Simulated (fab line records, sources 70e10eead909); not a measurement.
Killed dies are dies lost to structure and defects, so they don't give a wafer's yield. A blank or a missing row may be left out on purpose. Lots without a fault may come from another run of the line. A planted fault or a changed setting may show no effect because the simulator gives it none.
Which tool did it? | flow nand_harc | 14 lots, 42 wafers sampled, at 5 steps of a route of 1159

WHAT THE GAUGES READ, wafer by wafer
NHARC_P_CONTACT_CD_MEAS_12: target cd 90 nm.
lot  | measured     | on        | cd_nm (nm)
L900 | day 5 10:47  | cd_sem-02 | 88.7 90.2 90.6
L901 | day 5 17:44  | cd_sem-02 | 90.8 90.1 90.4
L903 | day 6 04:58  | cd_sem-01 | 89.8 90.4 90.8
L904 | day 6 11:20  | cd_sem-01 | 89.9 89.1 90.0
L907 | day 7 12:04  | cd_sem-01 | 89.5 90.1 90.3
L910 | day 8 04:22  | cd_sem-03 | 89.5 89.7 89.0
L912 | day 8 17:56  | cd_sem-01 | 91.0 90.3 90.7
L914 | day 9 00:27  | cd_sem-01 | 90.1 91.0 90.3
L916 | day 9 07:12  | cd_sem-01 | 90.5 90.2 90.3
L915 | day 9 09:14  | cd_sem-02 | 89.8 89.3 89.4
L917 | day 9 21:46  | cd_sem-03 | 89.3 89.4 90.5
L919 | day 10 05:47 | cd_sem-01 | 90.7 89.6 89.1
L920 | day 10 12:43 | cd_sem-02 | 89.2 88.9 89.8
L922 | day 11 03:28 | cd_sem-01 | 89.3 89.7 89.6

NHARC_END_SORT_01.
lot  | measured     | on        | killed_at_array | killed_at_other | killed_at_periphery | killed_dies | killed_open | killed_short
L900 | day 19 15:27 | prober-01 | 24 21 18        | 0 0 0           | 0 4 4               | 24 25 22    | 3 5 2       | 2 2 0
L903 | day 20 14:00 | prober-02 | 32 18 32        | 0 0 0           | 4 1 3               | 36 19 35    | 3 1 4       | 3 0 2
L904 | day 20 00:04 | prober-01 | 15 18 15        | 0 0 0           | 7 6 5               | 22 24 20    | 1 5 2       | 6 2 6
L907 | day 21 14:20 | prober-02 | 35 25 32        | 0 1 0           | 4 7 6               | 39 33 38    | 1 3 3       | 2 2 4
L910 | day 21 22:07 | prober-02 | 33 39 26        | 1 0 0           | 3 638 4             | 37 677 30   | 6 5 4       | 3 1 2
L912 | day 22 05:56 | prober-01 | 40 27 34        | 0 0 0           | 637 3 2             | 677 30 36   | 7 4 5       | 3 0 0
L914 | day 22 21:32 | prober-01 | 11 9 12         | 1 0 1           | 1 668 1             | 13 677 14   | 0 0 4       | 4 3 3
L917 | day 24 00:59 | prober-01 | 16 14 10        | 0 0 2           | 4 0 8               | 20 14 20    | 5 2 4       | 1 2 1

WHICH TOOL RAN EACH LOT (tool, then ch and the chambers of the sampled wafers, then the start)
lot  | NHARC_P_CONTACT_CMP_01        | NHARC_P_CONTACT_ETCH_18            | NHARC_P_CONTACT_ALD_22
L900 | cmp-01 ch 2,3, day 5 09:56    | rie_diel-04 ch 0,1, day 5 11:27    | ald_metal-02 ch 0,1,2, day 5 12:49
L901 | cmp-01 ch 0,1,2, day 5 16:58  | rie_diel-01 ch 0,2,3, day 5 18:26  | ald_metal-04 ch 2,3, day 5 19:56
L903 | cmp-03 ch 0,1,3, day 6 04:12  | rie_diel-05 ch 0,1, day 6 05:38    | ald_metal-02 ch 1,2, day 6 07:01
L904 | cmp-01 ch 0,1,3, day 6 10:34  | rie_diel-04 ch 0,2,3, day 6 12:08  | ald_metal-03 ch 0,1, day 6 13:31
L907 | cmp-03 ch 0,2,3, day 7 11:14  | rie_diel-05 ch 0,2, day 7 12:46    | ald_metal-04 ch 1,2,3, day 7 14:13
L910 | cmp-01 ch 0,1,3, day 8 03:41  | rie_diel-01 ch 1,3, day 8 05:02    | ald_metal-04 ch 0,1, day 8 06:23
L912 | cmp-03 ch 1,3, day 8 17:06    | rie_diel-01 ch 1,2,3, day 8 18:43  | ald_metal-03 ch 0,1,3, day 8 20:04
L914 | cmp-01 ch 0,1,2, day 8 23:39  | rie_diel-01 ch 0,3, day 9 01:07    | ald_metal-03 ch 0,1, day 9 02:29
L916 | cmp-04 ch 0,1,2, day 9 06:24  | rie_diel-04 ch 0,1, day 9 07:52    | ald_metal-02 ch 1,2, day 9 09:16
L915 | cmp-03 ch 2,3, day 9 08:25    | rie_diel-04 ch 0,1,3, day 9 09:56  | ald_metal-03 ch 0,3, day 9 11:16
L917 | cmp-03 ch 1,2,3, day 9 21:00  | rie_diel-04 ch 1,2,3, day 9 22:28  | ald_metal-04 ch 0,2,3, day 9 23:51
L919 | cmp-03 ch 0,2,3, day 10 04:59 | rie_diel-04 ch 0,1, day 10 06:27   | ald_metal-02 ch 2,3, day 10 07:48
L920 | cmp-04 ch 0,1,3, day 10 11:53 | rie_diel-04 ch 0,1, day 10 13:23   | ald_metal-03 ch 0,2,3, day 10 14:44
L922 | cmp-03 ch 0,1, day 11 02:47   | rie_diel-04 ch 0,1,2, day 11 04:10 | ald_metal-04 ch 2,3, day 11 05:30
- NHARC_P_CONTACT_CMP_01: polishes SiO2, target thk 200 nm.
- NHARC_P_CONTACT_ETCH_18: etches the open film in C4F8/O2/Ar, target depth 481 nm, time 240.5 s.
- NHARC_P_CONTACT_ALD_22: deposits TiN, target thk 3 nm, pulse time 1 s, ald cycles 150.

WHAT THE TOOLS THEMSELVES READ (means of the sampled wafers that have a number; where no wafer has one, the mark that the record gives instead)
NHARC_P_CONTACT_CMP_01.
lot  | tool   | motor_current_A (A) | slurry_filter_dp_kPa (kPa)
L900 | cmp-01 | 12.9                | 13.53
L901 | cmp-01 | 13.2                | 13.56
L903 | cmp-03 | 12.4                | 13.34
L904 | cmp-01 | 13.9                | 13.56
L907 | cmp-03 | 11.4                | 13.65
L910 | cmp-01 | 13.6                | 13.43
L912 | cmp-03 | 12.9                | 13.63
L914 | cmp-01 | 12.9                | 13.41
L916 | cmp-04 | 11.4                | 13.51
L915 | cmp-03 | 10.5                | 13.47
L917 | cmp-03 | 11.6                | 13.40
L919 | cmp-03 | 11.5                | 13.61
L920 | cmp-04 | 10.7                | 13.50
L922 | cmp-03 | 13.2                | 13.60

NHARC_P_CONTACT_ETCH_18.
lot  | tool        | oes_product_au (a.u.) | rf_vpp_V (V)
L900 | rie_diel-04 | 0.956                 | 983
L901 | rie_diel-01 | 0.972                 | 978
L903 | rie_diel-05 | 0.938                 | 978
L904 | rie_diel-04 | 0.961                 | 984
L907 | rie_diel-05 | 0.951                 | 974
L910 | rie_diel-01 | 0.905                 | 979
L912 | rie_diel-01 | 0.916                 | 978
L914 | rie_diel-01 | 0.929                 | 980
L916 | rie_diel-04 | 0.929                 | 987
L915 | rie_diel-04 | 0.961                 | 982
L917 | rie_diel-04 | 0.971                 | 981
L919 | rie_diel-04 | 0.951                 | 982
L920 | rie_diel-04 | 0.972                 | 982
L922 | rie_diel-04 | 0.919                 | 983

NHARC_P_CONTACT_ALD_22.
lot  | tool         | heater_power_w (W) | precursor_pulse_height_rel
L900 | ald_metal-02 | 1004               | 0.988
L901 | ald_metal-04 | 1107               | 0.992
L903 | ald_metal-02 | 987                | 0.998
L904 | ald_metal-03 | 1105               | 0.992
L907 | ald_metal-04 | 1095               | 0.980
L910 | ald_metal-04 | 1100               | 1.018
L912 | ald_metal-03 | 1058               | 0.985
L914 | ald_metal-03 | 1089               | 0.992
L916 | ald_metal-02 | 992                | 1.013
L915 | ald_metal-03 | 1039               | 0.989
L917 | ald_metal-04 | 1082               | 1.009
L919 | ald_metal-02 | 1072               | 0.987
L920 | ald_metal-03 | 1057               | 1.007
L922 | ald_metal-04 | 1054               | 1.013

THE ANSWER, worked out from the rows above alone
Rule: what is usual is taken from the lots themselves. Put in order of their means at a reading, lots are off if they are a third of the lots or fewer, leave a main group of 4 or more, and stand apart from it by a gap of 3 or more times the standard deviation of the main group's means; of several such gaps the widest counts. A main group whose means are all the same, to the digits that the tables above print for the reading, isn't used. A lot without any number at a reading at which 4 lots or more have one is off too. The other lots that the step has rows for count as sound. The gauges are gone through in route order, then the tools' own readings, and for those a lot's mean is taken as printed above. The first step at which some lot is off is used, and at that step the reading that is off furthest; a lot without a number counts as furthest.
No lot is off at any reading shown: from this, nothing can be told.

WHAT THE SIMULATOR HAD PUT IN
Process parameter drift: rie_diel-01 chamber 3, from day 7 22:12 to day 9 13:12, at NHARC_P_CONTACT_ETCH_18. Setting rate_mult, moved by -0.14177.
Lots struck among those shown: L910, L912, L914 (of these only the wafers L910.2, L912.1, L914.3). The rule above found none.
